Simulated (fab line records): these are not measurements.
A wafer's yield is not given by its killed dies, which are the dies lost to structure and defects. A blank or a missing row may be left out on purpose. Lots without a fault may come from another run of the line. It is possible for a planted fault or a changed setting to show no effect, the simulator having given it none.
One fault seen from 2 desks | flow n5 finfet | what lay behind the numbers comes last; until then each desk has only its own

## FROM THE METROLOGY DESK
Lot by lot, what the gauges showed, no matter which tool ran the lot: averages of those sampled wafers that carry a number. The brackets show how far a lot's mean lies from the usual mean; more than 4 standard deviations puts the lot out of limits, marked OUT. 7 of its 22 readings are shown: the first one out of limits and those lying furthest out on some lot.
Columns: A = cd nm at N5_STI_FIN_REVEAL_CD_MEAS_22, usual 6.26 nm; B = IOFF_N_LONG at N5_BEOL_M4_RC_MEAS_101, usual 5.53e-05 nA/um; C = ION_P at N5_BEOL_M4_RC_MEAS_101, usual 461 uA/um; D = REXT_N at N5_BEOL_M4_RC_MEAS_101, usual 75.3 ohm.um; E = REXT_P at N5_BEOL_M4_RC_MEAS_101, usual 100.6 ohm.um; F = VT_N at N5_BEOL_M4_RC_MEAS_101, usual 250 mV; G = VT_N_LONG at N5_BEOL_M4_RC_MEAS_101, usual 275.0 mV
lot  | first seen here | A               | B                   | C              | D               | E                | F              | G
L777 | day 4 07:52     | 6.16            | 5.31e-05            | 467            | 73.6            | 103.4            | 251            | 274.7
L778 | day 4 13:26     | 6.25            | 5.34e-05            | 458            | 74.7            | 99.1             | 250            | 275.3
L780 | day 5 06:05     | 6.07            | 4.96e-05            | 452            | 79.9            | 108.1            | 254            | 281.1
L785 | day 6 08:22     | 5.84            | 5.20e-05            | 456            | 80.1            | 108.2 (+4.0) OUT | 256            | 280.0
L787 | day 6 19:16     | 5.17 (-4.2) OUT | 3.83e-05 (-7.7) OUT | 418 (-5.8) OUT | 88.2 (+6.8) OUT | 113.2 (+6.6) OUT | 268 (+5.3) OUT | 287.3 (+6.8) OUT
L788 | day 7 00:25     | 6.35            | 5.45e-05            | 459            | 74.6            | 99.2             | 250            | 275.1
L789 | day 7 07:31     | 6.06            | 5.73e-05            | 460            | 75.4            | 100.9            | 250            | 274.0
L791 | day 7 19:22     | 6.25            | 5.66e-05            | 460            | 77.5            | 101.4            | 251            | 274.1
This desk finds L785, L787 out of limits, L787 being first, at day 6 19:16 (cd nm at N5_STI_FIN_REVEAL_CD_MEAS_22). L777, L778, L780, L788, L789, L791 stayed within limits.

## FOR THE TOOL OWNER'S DESK: rie si-04
The tool's own readings at N5_STI_FIN_REVEAL_ETCH_34 (etches Si in H2, material Si, target depth 0.97 nm): means of the sampled wafers that have a number, for each lot that ran on this tool. The brackets show how far a lot's mean lies from the usual mean; more than 4 standard deviations puts the lot out of limits, marked OUT.
Columns: A = chamber pressure mTorr at N5_STI_FIN_REVEAL_ETCH_34, usual 4.500 mTorr; B = drypump motor current A at N5_STI_FIN_REVEAL_ETCH_34, usual 5.7 A; C = oes product au at N5_STI_FIN_REVEAL_ETCH_34, usual 1.010 a.u.; D = throttle valve pct at N5_STI_FIN_REVEAL_ETCH_34, usual 25.7 %
lot  | first seen here | A     | B   | C               | D
L777 | day 4 07:13     | 4.500 | 5.7 | 1.009           | 25.5
L778 | day 4 12:52     | 4.500 | 5.7 | 1.005           | 25.7
L780 | day 5 05:13     | 4.497 | 5.9 | 1.221 (+14) OUT | 26.0
L785 | day 6 07:46     | 4.496 | 5.8 | 1.206 (+13) OUT | 25.9
L787 | day 6 18:38     | 4.502 | 5.7 | 1.406 (+26) OUT | 25.4
This desk finds L780, L785, L787 out of limits, L780 being first, at day 5 05:13 (oes product au at N5_STI_FIN_REVEAL_ETCH_34). L777, L778 stayed within limits.

## PUT TOGETHER
On L780, L785, L787, at day 5 05:13, an alarm was possible from the tool owner's desk.
On L785, L787, the metrology desk was in a position to raise an alarm at day 6 19:16.
The metrology desk holds a record of L780, inside its limits.
Every lot named ran N5_STI_FIN_REVEAL_ETCH_34 on rie si-04.

## WHAT WAS PUT IN BY THE SIMULATOR
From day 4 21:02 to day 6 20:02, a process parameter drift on rie si-04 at N5_STI_FIN_REVEAL_ETCH_34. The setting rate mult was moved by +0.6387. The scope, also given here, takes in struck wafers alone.
Shown lots that were struck: L780, L785, L787.
Fault start to first reading out of limits, in hours, per desk: tool owner, 8; metrology, 46.
